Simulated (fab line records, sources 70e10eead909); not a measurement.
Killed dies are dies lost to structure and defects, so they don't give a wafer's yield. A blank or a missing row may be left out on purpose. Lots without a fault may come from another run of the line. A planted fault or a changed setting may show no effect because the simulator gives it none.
Which tool did it? | flow nand_harc | 24 lots, 72 wafers sampled, at 2 steps of a route of 1302

WHAT THE GAUGES READ, wafer by wafer
NHARC_P_ZERO_WELL_CD_MEAS_24: target cd 720 nm.
lot  | measured     | on        | cd_nm (nm)
L074 | day 1 22:31  | cd_sem-02 | 724.9 718.4 721.3
L075 | day 2 08:20  | cd_sem-01 | 725.6 718.6 719.1
L076 | day 2 18:27  | cd_sem-03 | 719.9 717.5 719.1
L077 | day 3 04:35  | cd_sem-02 | 720.4 721.3 716.8
L078 | day 3 14:28  | cd_sem-02 | 722.8 716.4 718.3
L079 | day 4 00:20  | cd_sem-02 | 717.7 720.0 720.5
L080 | day 4 10:47  | cd_sem-03 | 721.2 717.6 719.3
L081 | day 4 20:35  | cd_sem-02 | 725.6 723.4 725.1
L082 | day 5 06:37  | cd_sem-02 | 719.3 720.1 720.7
L083 | day 5 16:29  | cd_sem-01 | 724.0 717.4 719.2
L084 | day 6 02:40  | cd_sem-01 | 722.5 726.6 720.9
L085 | day 6 12:27  | cd_sem-03 | 719.7 719.9 726.1
L086 | day 6 22:27  | cd_sem-01 | 716.1 716.6 719.1
L087 | day 7 08:20  | cd_sem-02 | 718.2 721.3 724.6
L088 | day 7 18:38  | cd_sem-02 | 719.4 720.1 723.7
L089 | day 8 04:31  | cd_sem-02 | 721.3 723.8 719.2
L090 | day 8 15:15  | cd_sem-03 | 717.0 718.5 719.6
L091 | day 9 00:29  | cd_sem-01 | 720.2 721.3 720.6
L092 | day 9 10:31  | cd_sem-01 | 720.5 722.0 719.6
L093 | day 9 20:35  | cd_sem-02 | 719.3 717.3 720.2
L094 | day 10 06:37 | cd_sem-02 | 718.6 719.1 718.9
L095 | day 10 16:29 | cd_sem-01 | 720.1 721.0 722.4
L096 | day 11 02:35 | cd_sem-03 | 716.0 718.9 719.3
L097 | day 11 12:35 | cd_sem-01 | 721.4 722.4 717.6

NHARC_P_GATE_INSPECT_28.
lot  | measured     | on                | raw_defect_count
L074 | day 5 10:01  | defect_inspect-02 | 8 7 6
L075 | day 5 16:53  | defect_inspect-02 | 7 10 12
L076 | day 6 06:19  | defect_inspect-02 | 5 9 8
L077 | day 6 13:50  | defect_inspect-01 | 4 8 4
L078 | day 6 20:20  | defect_inspect-02 | 6 3 8
L079 | day 6 23:33  | defect_inspect-01 | 3 6 6
L080 | day 7 11:13  | defect_inspect-02 | 2 3 10
L081 | day 8 00:20  | defect_inspect-01 | 7 9 9
L082 | day 8 07:13  | defect_inspect-01 | 7 8 8
L083 | day 9 02:50  | defect_inspect-01 | 7 9 9
L084 | day 9 06:24  | defect_inspect-02 | 5 4 9
L085 | day 9 18:25  | defect_inspect-01 | 8 7 5
L086 | day 9 23:34  | defect_inspect-02 | 2 6 6
L087 | day 10 18:18 | defect_inspect-02 | 2 8 2
L088 | day 11 08:17 | defect_inspect-01 | 10 8 5
L089 | day 11 08:08 | defect_inspect-01 | 6 8 3
L090 | day 12 09:35 | defect_inspect-02 | 3 3 2
L091 | day 12 08:38 | defect_inspect-01 | 8 7 10
L092 | day 12 19:13 | defect_inspect-02 | 9 5 6
L093 | day 13 03:10 | defect_inspect-02 | 9 11 14
L094 | day 14 00:17 | defect_inspect-02 | 11 6 4
L095 | day 13 23:56 | defect_inspect-02 | 8 4 8
L096 | day 14 02:23 | defect_inspect-02 | 6 8 5
L097 | day 14 15:35 | defect_inspect-01 | 6 7 7

WHICH TOOL RAN EACH LOT (tool, then ch and the chambers of the sampled wafers, then the start)
The record holds no process step before these readings.

WHAT THE TOOLS THEMSELVES READ (means of the sampled wafers that have a number; where no wafer has one, the mark that the record gives instead)
The record holds no such reading with a usual standard deviation.

THE ANSWER, worked out from the rows above alone
Rule: what is usual is taken from the lots themselves. Put in order of their means at a reading, lots are off if they are a third of the lots or fewer, leave a main group of 4 or more, and stand apart from it by a gap of 3 or more times the standard deviation of the main group's means; of several such gaps the widest counts. A main group whose means are all the same, to the digits that the tables above print for the reading, isn't used. A lot without any number at a reading at which 4 lots or more have one is off too. The other lots that the step has rows for count as sound. The gauges are gone through in route order, then the tools' own readings, and for those a lot's mean is taken as printed above. The first step at which some lot is off is used, and at that step the reading that is off furthest; a lot without a number counts as furthest.
No lot is off at any reading shown: from this, nothing can be told.

WHAT THE SIMULATOR HAD PUT IN
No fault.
